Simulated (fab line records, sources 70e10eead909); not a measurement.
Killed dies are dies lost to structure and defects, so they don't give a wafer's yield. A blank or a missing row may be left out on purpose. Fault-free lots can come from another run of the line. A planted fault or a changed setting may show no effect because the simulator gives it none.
fab line records | flow nand_harc
[record] lots = 6 | wafers = 18 | last_day = 33
route steps=1302 shown A_CONTACT@989 END@1302
lots that met no fault: taken from a fault-free run of the same line
start_h: start of the lot's first displayed wafer, in hours after the record's first day | wait_h: hours from the lot's prior step to this one | " same as the row above | L1.1+2: several wafers, shown together as one row | - either no value or no given start | * or withheld: withheld | < > ~ a bound
route shown NAME@n: NAME is a module with steps in the file, n the number in the route of the first one | usual: mean/standard deviation of fault-free wafers | same: alike in all rows | chamber/n: place in a boat | sites: per-site readings | _std_site: standard deviation of those values | _edge_site: inner sites' mean taken away from outer sites' mean | radius_mm: for every site, how far away it sits from the centre of the wafer | mask NAME#n: copy n | behind: the tool/chamber that last shaped the wafer | hold: why the lot was held/for how many hours/how that ended | device: the transistor (n, p or np) that didn't switch | end of line: at the end of the route, the tests of the same wafers | a step with no rows: only its recipe | killed: not the wafer's yield, but the dies lost to structure and defects at the first sort | map: shows each die of a wafer: x if killed, . if not, _ if none is there
set.NAME: the setting that was run; set.NAME@STEP: the one run at that earlier step | model.NAME: the simulator's own value behind a step, which no gauge read
lots at some steps of the route; a table a step, a row a wafer
services: from which hour (start_h, from the record's first day; less than 0 if before it) a tool's chamber was out of use, for how many hours, and why
[[steps]]
[step NHARC_A_CONTACT_COAT_34]
[recipe] temp_c = 260 | time_s = 75
[step NHARC_A_CONTACT_COAT_35]
[recipe] temp_c = 225 | time_s = 65
[step NHARC_A_CONTACT_COAT_36]
[recipe] spin_rpm = 1500 | resist_thk_nm = 90
[step NHARC_A_CONTACT_SOFTBAKE_37]
[recipe] temp_c = 105 | time_s = 55
[step NHARC_A_CONTACT_EBR_38]
[step NHARC_A_CONTACT_EXPOSE_39]
[recipe] na = 1.35 | sigma_outer = 0.8 | dose_mj = 58.79 | mask_id = A_CC_3
[step NHARC_A_CONTACT_PEB_40]
[recipe] peb_temp_c = 100 | peb_time_s = 65
[step NHARC_A_CONTACT_DEVELOP_41]
[recipe] develop_time_s = 35 | dev_temp_c = 23
[step NHARC_A_CONTACT_CD_MEAS_42]
[recipe] target_cd_nm = 300 | landing_energy_ev = 500
[usual] cd_nm = 300.0/0.51
lot.wafer | tool      | chamber | start_h | wait_h | cd_nm
L930.2    | cd_sem-02 | 0       | 513.30  | -      | 299.7
L930.3    | "         | 0       | "       | "      | 300.4
L930.6    | "         | 0       | "       | "      | 300.5
L932.2    | cd_sem-02 | 0       | 540.38  | -      | 299.3
L932.3    | "         | 0       | "       | "      | 299.6
L932.6    | "         | 0       | "       | "      | 299.2
L939.2    | cd_sem-02 | 0       | 605.90  | -      | 298.9
L939.3    | "         | 0       | "       | "      | 300.8
L939.4    | "         | 0       | "       | "      | 299.9
L940.2    | cd_sem-02 | 0       | 634.58  | -      | 300.9
L940.3    | "         | 0       | "       | "      | 301.1
L940.4    | "         | 0       | "       | "      | 299.4
L944.1    | cd_sem-03 | 0       | 654.79  | -      | 300.6
L944.3    | "         | 0       | "       | "      | 299.3
L944.6    | "         | 0       | "       | "      | 300.8
L949.1    | cd_sem-01 | 0       | 717.39  | -      | 299.4
L949.3    | "         | 0       | "       | "      | 300.1
L949.5    | "         | 0       | "       | "      | 300.7
[step NHARC_A_CONTACT_OVL_MEAS_43]
[usual] overlay_x_nm = 0.0/0.84 | overlay_y_nm = -0.2/0.86
lot.wafer | tool       | chamber | start_h | wait_h | overlay_x_nm | overlay_y_nm
L930.2    | overlay-02 | -       | 513.39  | -      | -0.7         | -1.0
L930.3    | "          | -       | "       | "      | 0.5          | -0.5
L930.6    | "          | -       | "       | "      | 0.0          | -0.5
L932.2    | overlay-01 | -       | 540.47  | -      | -1.0         | 0.6
L932.3    | "          | -       | "       | "      | -0.3         | 0.6
L932.6    | "          | -       | "       | "      | -0.8         | 0.3
L939.2    | overlay-02 | -       | 605.98  | -      | -1.5         | -1.0
L939.3    | "          | -       | "       | "      | -1.9         | -1.3
L939.4    | "          | -       | "       | "      | -1.7         | -0.9
L940.2    | overlay-01 | -       | 634.66  | -      | 1.4          | -0.6
L940.3    | "          | -       | "       | "      | 0.9          | -0.2
L940.4    | "          | -       | "       | "      | 1.5          | -0.2
L944.1    | overlay-02 | -       | 654.88  | -      | 0.5          | -0.8
L944.3    | "          | -       | "       | "      | 0.9          | -0.7
L944.6    | "          | -       | "       | "      | 0.7          | -0.3
L949.1    | overlay-02 | -       | 717.48  | -      | -0.1         | -1.5
L949.3    | "          | -       | "       | "      | -0.2         | -1.3
L949.5    | "          | -       | "       | "      | 0.1          | -1.1
[step NHARC_A_CONTACT_INSPECT_44]
[usual] raw_defect_count = 77/35
lot.wafer | tool              | chamber | start_h | wait_h | raw_defect_count
L930.2    | defect_inspect-02 | -       | 513.42  | 0.0    | 63
L930.3    | "                 | -       | "       | "      | 75
L930.6    | "                 | -       | "       | "      | 63
L932.2    | defect_inspect-02 | -       | 540.51  | 0.0    | 60
L932.3    | "                 | -       | "       | "      | 76
L932.6    | "                 | -       | "       | "      | 70
L939.2    | defect_inspect-02 | -       | 606.02  | 0.0    | 83
L939.3    | "                 | -       | "       | "      | 61
L939.4    | "                 | -       | "       | "      | 85
L940.2    | defect_inspect-02 | -       | 634.70  | 0.0    | 34
L940.3    | "                 | -       | "       | "      | 54
L940.4    | "                 | -       | "       | "      | 52
L944.1    | defect_inspect-02 | -       | 654.92  | 0.0    | 33
L944.3    | "                 | -       | "       | "      | 26
L944.6    | "                 | -       | "       | "      | 27
L949.1    | defect_inspect-02 | -       | 717.51  | 0.0    | 52
L949.3    | "                 | -       | "       | "      | 40
L949.5    | "                 | -       | "       | "      | 60
[step NHARC_A_CONTACT_DESCUM_47]
[recipe] time_s = 3 | o2_flow_sccm = 200 | ar_flow_sccm = 0 | bias_power_w = 0 | chemistry = O2
[usual] drypump_motor_current_A = 5.7/0.33 | oes_product_au = 1.001/0.0093 | rf_vpp_V = 57.6/0.91 | showerhead_plenum_p_Torr = 1.90/0.066 | throttle_valve_pct = 11.311/0.0091
lot.wafer | tool        | chamber | start_h | wait_h | drypump_motor_current_A | oes_product_au | rf_hours_counter_h | rf_vpp_V | showerhead_plenum_p_Torr | throttle_valve_pct
L930.2    | rie_diel-02 | 3       | 513.49  | 0.1    | 5.3                     | 1.000          | 35                 | 58.6     | 1.97                     | 11.313
L930.3    | "           | 0       | "       | "      | 6.1                     | 1.001          | 40                 | 58.6     | 2.02                     | 11.313
L930.6    | "           | 3       | "       | "      | 5.3                     | 1.004          | -                  | 59.9     | 1.97                     | 11.312
L932.2    | rie_diel-03 | 0       | 540.57  | 0.1    | 5.4                     | 0.996          | 14                 | 57.9     | 1.90                     | 11.311
L932.3    | "           | 2       | "       | "      | 6.3                     | 1.004          | 16                 | 56.9     | 1.84                     | 11.298
L932.6    | "           | 0       | "       | "      | 5.4                     | 1.000          | -                  | 56.8     | 1.90                     | 11.302
L939.3    | rie_diel-03 | 0       | 606.08  | 0.1    | 5.4                     | 1.008          | 28                 | 56.9     | 1.89                     | 11.312
L939.2    | "           | 1       | "       | "      | 5.6                     | 1.016          | 26                 | 56.5     | 1.86                     | 11.315
L939.4    | "           | 2       | "       | "      | 6.3                     | 1.013          | 27                 | 56.8     | 1.84                     | 11.313
L940.4    | rie_diel-03 | 1       | 634.76  | 0.1    | 5.6                     | 1.000          | 31                 | 58.3     | 1.86                     | 11.301
L940.3    | "           | 2       | "       | "      | 6.3                     | 1.010          | 33                 | 57.5     | 1.84                     | 11.305
L940.2    | "           | 0       | "       | "      | 5.4                     | 0.994          | 32                 | 58.2     | 1.89                     | 11.307
L944.1    | rie_diel-02 | 1       | 655.00  | 0.1    | 5.7                     | 1.011          | 24                 | 57.3     | 1.80                     | 11.321
L944.3    | "           | 2       | "       | "      | 5.8                     | 1.005          | 27                 | 57.0     | 1.84                     | 11.320
L944.6    | "           | 3       | "       | "      | 5.2                     | 0.992          | -                  | 59.0     | 1.96                     | 11.295
L949.3    | rie_diel-12 | 3       | 717.58  | 0.1    | 5.9                     | 0.982          | 33                 | 57.9     | 2.05                     | 11.324
L949.1    | "           | 1       | "       | "      | 5.8                     | 0.995          | 28                 | 57.4     | 1.91                     | 11.323
L949.5    | "           | 3       | "       | "      | 5.9                     | 0.982          | -                  | 58.3     | 2.05                     | 11.317
[step NHARC_A_CONTACT_ETCH_48]
[recipe] target_depth_a = 390 | over_etch_frac = 0.3 | time_s = 65 | ion_energy_ev = 80 | cf4_flow_sccm = 150 | ar_flow_sccm = 0 | rf_w = 300 | bias_w = 100 | chemistry = CF4
[usual] drypump_motor_current_A = 5.7/0.34 | oes_product_au = 1.000/0.011 | rf_vpp_V = 151.2/1.2 | showerhead_plenum_p_Torr = 1.76/0.059 | throttle_valve_pct = 13.284/0.0091
lot.wafer | tool        | chamber | start_h | wait_h | drypump_motor_current_A | oes_product_au | rf_hours_counter_h | rf_vpp_V | showerhead_plenum_p_Torr | throttle_valve_pct
L930.2    | rie_diel-02 | 3       | 513.58  | 0.1    | 5.3                     | 1.002          | 35                 | 153.3    | 1.82                     | 13.308
L930.3    | "           | 0       | "       | "      | 6.1                     | 0.998          | 40                 | 151.7    | 1.86                     | 13.289
L930.6    | "           | 2       | "       | "      | 5.8                     | 1.000          | -                  | 151.7    | 1.72                     | 13.263
L932.2    | rie_diel-03 | 1       | 540.65  | 0.1    | 5.6                     | 1.000          | 14                 | 150.0    | 1.73                     | 13.291
L932.3    | "           | 2       | "       | "      | 6.3                     | 1.010          | 16                 | 150.7    | 1.71                     | 13.279
L932.6    | "           | 1       | "       | "      | 5.7                     | 0.998          | -                  | 149.7    | 1.73                     | 13.279
L939.4    | rie_diel-03 | 2       | 606.16  | 0.1    | 6.3                     | 1.019          | 27                 | 149.3    | 1.71                     | 13.293
L939.2    | "           | 0       | "       | "      | 5.4                     | 0.812          | 28                 | 149.8    | 1.75                     | 13.284
L939.3    | "           | 1       | "       | "      | 5.6                     | 1.018          | 26                 | 150.9    | 1.72                     | 13.276
L940.2    | rie_diel-03 | 1       | 634.85  | 0.1    | 5.6                     | 1.000          | 31                 | 151.3    | 1.72                     | 13.282
L940.3    | "           | 2       | "       | "      | 6.3                     | 1.020          | 33                 | 149.7    | 1.70                     | 13.304
L940.4    | "           | 0       | "       | "      | 5.4                     | 0.809          | 32                 | 151.5    | 1.75                     | 13.277
L944.3    | rie_diel-02 | 3       | 655.06  | 0.1    | 5.3                     | 0.990          | 24                 | 152.6    | 1.81                     | 13.294
L944.1    | "           | 1       | "       | "      | 5.6                     | 1.003          | 24                 | 149.9    | 1.67                     | 13.270
L944.6    | "           | 3       | "       | "      | 5.2                     | 0.989          | -                  | 153.1    | 1.81                     | 13.265
L949.1    | rie_diel-12 | 2       | 717.78  | 0.2    | 5.6                     | 0.988          | 31                 | 151.1    | 1.79                     | 13.287
L949.3    | "           | 1       | "       | "      | 5.9                     | 0.999          | 29                 | 151.6    | 1.76                     | 13.266
L949.5    | "           | 3       | "       | "      | 5.9                     | 0.982          | -                  | 152.1    | 1.88                     | 13.277
[step NHARC_A_CONTACT_ETCH_49]
[recipe] target_depth_a = 2600 | over_etch_frac = 0.3 | time_s = 475.3 | ion_energy_ev = 200 | n2_flow_sccm = 150 | h2_flow_sccm = 150 | ar_flow_sccm = 0 | rf_w = 400 | bias_w = 150 | chemistry = N2/H2
[usual] drypump_motor_current_A = 5.7/0.34 | oes_product_au = 1.001/0.01 | rf_vpp_V = 430.1/2.2 | showerhead_plenum_p_Torr = 2.03/0.073 | throttle_valve_pct = 14.171/0.0095
lot.wafer | tool        | chamber | start_h | wait_h | drypump_motor_current_A | oes_product_au | rf_hours_counter_h | rf_vpp_V | showerhead_plenum_p_Torr | throttle_valve_pct
L930.3    | rie_diel-02 | 1       | -       | -      | 5.6                     | 0.996          | 41                 | 426.7    | 1.92                     | 14.170
L930.2    | "           | 2       | "       | "      | 5.8                     | 0.985          | 36                 | 428.1    | 1.97                     | 14.182
L930.6    | "           | 2       | "       | "      | 5.8                     | 0.996          | -                  | 428.7    | 1.97                     | 14.169
L932.3    | rie_diel-03 | 2       | -       | -      | 6.3                     | 1.020          | 16                 | 427.4    | 1.96                     | 14.172
L932.2    | "           | 3       | "       | "      | 5.3                     | 1.002          | 14                 | 428.8    | 2.03                     | 14.172
L932.6    | "           | 0       | "       | "      | 5.4                     | 1.008          | -                  | 429.7    | 2.02                     | 14.167
L939.2    | rie_diel-03 | 3       | -       | -      | 5.3                     | 1.000          | 27                 | 430.7    | 2.02                     | 14.159
L939.4    | "           | 0       | "       | "      | 5.4                     | 0.988          | 28                 | 430.8    | 2.02                     | 14.162
L939.3    | "           | 1       | "       | "      | 5.6                     | 1.014          | 26                 | 429.1    | 1.98                     | 14.169
L940.3    | rie_diel-03 | 1       | -       | -      | 5.6                     | 1.007          | 31                 | 427.7    | 1.98                     | 14.173
L940.4    | "           | 2       | "       | "      | 6.4                     | 1.015          | 33                 | 426.8    | 1.96                     | 14.196
L940.2    | "           | 3       | "       | "      | 5.3                     | 1.006          | 33                 | 429.8    | 2.02                     | 14.168
L944.1    | rie_diel-02 | 2       | -       | -      | 5.8                     | 1.014          | 27                 | 428.8    | 1.96                     | 14.184
L944.3    | "           | 3       | "       | "      | 5.3                     | 0.984          | 24                 | 432.0    | 2.09                     | 14.164
L944.6    | "           | 2       | "       | "      | 5.8                     | 1.009          | -                  | 428.2    | 1.96                     | 14.170
L949.1    | rie_diel-12 | 2       | -       | -      | 5.7                     | 0.988          | 32                 | 431.7    | 2.06                     | 14.141
L949.3    | "           | 3       | "       | "      | 5.9                     | 0.993          | 33                 | 433.6    | 2.19                     | 14.164
L949.5    | "           | 0       | "       | "      | 5.7                     | 0.992          | -                  | 431.2    | 2.03                     | 14.176
[step NHARC_END_SORT_01]
[recipe] temp_c = 25
[usual] killed_at_array = 56/19 | killed_at_other = 0.8/1.1 | killed_at_periphery = 3.4/2.5 | killed_dies = 60/19 | killed_open = 2.9/1.7 | killed_short = 2.4/1.6
[same] gross_dies = 677
lot.wafer | tool      | chamber | start_h | wait_h | killed_at_array | killed_at_other | killed_at_periphery | killed_dies | killed_open | killed_short
L939.2    | prober-02 | 0       | 682.09  | 2.8    | 581             | 2               | 4                   | 587         | 1           | 3
L940.4    | prober-01 | 0       | 711.43  | 3.4    | 641             | 0               | 4                   | 645         | 1           | 2
// killed by level:class
L939.2 A_CONTACT:area_etch=527 A_CHANNEL_HOLE_D1:chamber_film_flake=25 A_CHANNEL_HOLE_D2:chamber_film_flake=19 A_SLIT:chamber_film_flake=3 P_CONTACT:geometric_particle:short=2 A_CHANNEL_FILL_D2:chamber_film_flake=2 THIN_TSV:chamber_film_flake=2 A_ONON_D1:geometric_particle:open=1
L940.4 A_CONTACT:area_etch=596 A_CHANNEL_HOLE_D2:chamber_film_flake=19 A_CHANNEL_HOLE_D1:chamber_film_flake=10 A_STAIRCASE:chamber_film_flake=5 A_SLIT:chamber_film_flake=4 A_CONTACT:chamber_film_flake=4 P_STI:chamber_film_flake=2 P_STI:geometric_particle:short=1
// map L939.2 (x killed, . not)
____________x____________
_________xxxxxxx_________
_______xxxxxxxxxxx_______
______xxxxxxxxxxxxx______
_____xxxxxxxxxxxxxxx_____
____xxxxxxxxxxxxxxxxx____
____xxxxxxx.xxxxx.xxx____
___xxxxxxxxxxxxxxxxxxx___
___xxxxxx.xxxx.xxxxxxx___
__xxxxxx.xxxxxxxxxxxxxx__
__xx.xxxxxxxxxxxxxxxxxx__
_xxxxxxx..xxxxxxxxxxxxxx_
_xxxxxxxx.xxxxxxxxxxxxxx_
_xx.xxxxxxxxxxx.xxxxxxxx_
_xxxxxxx..xxx.xxxxxxxxxx_
_xxxxxx.x.xxx.xxxx.xxxxx_
xxx.x.xxxx...xx...x.xxxxx
xxxxxxxx.x..xx.xxxxxxxxxx
xxxxxxxxxx.xxxxxxxxxxxxxx
xxxxxxxxxx..xx..xxxxxxxxx
x.x.xx.xx..x.x.xxxxxxxxxx
_xxxx.xx.x.x.x.xxxxxxxxx_
_x.x.xxx.xxxxx.xxxxxxxxx_
_xxxx.x.xx.x..x.x..xxxxx_
_.x.xxx.xxx..xxx.xx.xxxx_
_x.xxxx..xx..x.xxxxxxxxx_
__xxxxxxxxxx.xxxxxxxxxx__
__xxx.xxxxxxxxxxxxx.xxx__
___.xxxxx..xxx.x.xxxxx___
___xxxxxxx.xxxxxxxxxxx___
____xxxxxxxxxxxxxxxxx____
____xxxxxxxxxxx.xxxxx____
_____xx.xxxxxxxxxxxx_____
______x.xxxxxx.xxxx______
_______xx.xxx.xx.x_______
_________xxx.xxx_________
____________x____________
// map L940.4 (x killed, . not)
____________x____________
_________xxxxxxx_________
_______xxxxxxxxxxx_______
______.xxxxxxxxxxx.______
_____xx.xxxxxxxxxxxx_____
____xxxxxxxxxxxxxxxxx____
____xxxxxxxxxxxxxxxxx____
___xxxxxxxxxxxxxxxxxxx___
___xxxxxxxx.xxxxxxxxxx___
__xxxxxxxxxxxxxxxxxxx.x__
__.xxxxx.xxxxxxxxxxxxx.__
_xxxxxxxxxxxxxxxxxxxxxxx_
_xxxxxxxxxxxxxxxxxxxxxxx_
_xxxxxxxxxxxxxxxxxxxxxxx_
_xxxxxxxxxxxxxxxxxxxxxx._
_xxx.xxxxxxxxxxxxxx.xxx._
x.xxxxxxxxxxxxxxxxxxxxxxx
xxxxxxxxxxxxxxxxxxxxxxxxx
xxxxxx.xxxxxxxxxxxxxxxxxx
xxxxxxxxxxxxxxxxxxxxxx.xx
xxxx.xxxxxxxxxxxxxxxxxxxx
_xxxxxxxxxxxxxxxxxxxxxxx_
_xxxxxxxxxxxxxxxxxxxxxxx_
_.xxxxxxxxxxxxxxxxx.xxxx_
_xxxxxxxxxxxxxxxxxxx.xxx_
_xxxxxxx.xxxxxxxxxxxxxxx_
__.xxxxxxxxxxxxxxxxxxxx__
__xxxxxx.xxxxxxxxxxx.xx__
___xxxxxxxxxxxxxxxxxxx___
___xxxxxxxxxxxxxxxxxxx___
____xxxxxxx.xxxxxxxxx____
____x.xxxxxxxxxxxxxxx____
_____x.xxxxxxxxxxxxx_____
______.xxxx.xxxxxxx______
_______xxxx.xxxxx._______
_________x.x.xxx_________
____________x____________
[[services]]
tool        | chamber | start_h | hours | kind
rie_diel-03 | 0       | 492.05  | -     | clean
rie_diel-03 | 1       | 492.05  | -     | clean
rie_diel-03 | 2       | 492.05  | -     | clean
rie_diel-03 | 3       | 492.05  | -     | clean
rie_diel-03 | 0       | 517.02  | -     | clean
rie_diel-03 | 1       | 517.02  | -     | clean
rie_diel-03 | 2       | 517.02  | -     | clean
rie_diel-03 | 3       | 517.02  | -     | clean
rie_diel-03 | 0       | 541.52  | -     | clean
rie_diel-03 | 1       | 541.52  | -     | clean
rie_diel-03 | 2       | 541.52  | -     | clean
rie_diel-03 | 3       | 541.52  | -     | clean
rie_diel-03 | 0       | 566.02  | -     | clean
rie_diel-03 | 1       | 566.02  | -     | clean
rie_diel-03 | 2       | 566.02  | -     | clean
rie_diel-03 | 3       | 566.02  | -     | clean
rie_diel-02 | -       | 570.88  | 9.0   | pm
rie_diel-03 | 2       | 622.41  | 1.5   | repair
rie_diel-12 | -       | 622.96  | 9.0   | pm
rie_diel-03 | -       | 635.32  | 9.0   | pm
rie_diel-03 | -       | 660.49  | 0.7   | repair
rie_diel-12 | 0       | 679.56  | 14.0  | repair
rie_diel-03 | 0       | 698.57  | 9.7   | repair
rie_diel-03 | 2       | 712.15  | 28.9  | repair
[[key]]
[first_sign] step = NHARC_A_CONTACT_ETCH_48 | reading = oes_product_au | direction = down | sigmas = 18 | usual = 1.000 | struck = 0.811
[effect] step = NHARC_END_SORT_01 | reading = killed_at_array | direction = up | sigmas = 30 | usual = 56 | struck = 611
[more_kills_born_at] NHARC_A_CONTACT_ETCH_48@rie_diel-03 = 1123
met_at NHARC_A_CONTACT_ETCH_48
struck_wafers L939.2,L940.4
later_rows_left_out L939.2,L940.4
tester_left_out L939,L940
[fault] kind = process_parameter_drift | tool = rie_diel-03 | chamber = 0 | onset_h = 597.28 | steps = NHARC_A_CONTACT_ETCH_48 | channel = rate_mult | offset = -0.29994 | shape = step | end_h = 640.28
// tester_left_out: of these lots the tester's yield and bins aren't shown, on N5 and GAA mostly nor the transistor test; their killed dies are dies lost to structure and defects alone, not to doping, threshold or leakage, so they don't give the yield
// later_rows_left_out: the simulator's readings of these wafers behind a module that went badly wrong aren't trusted and aren't shown, but for the sort
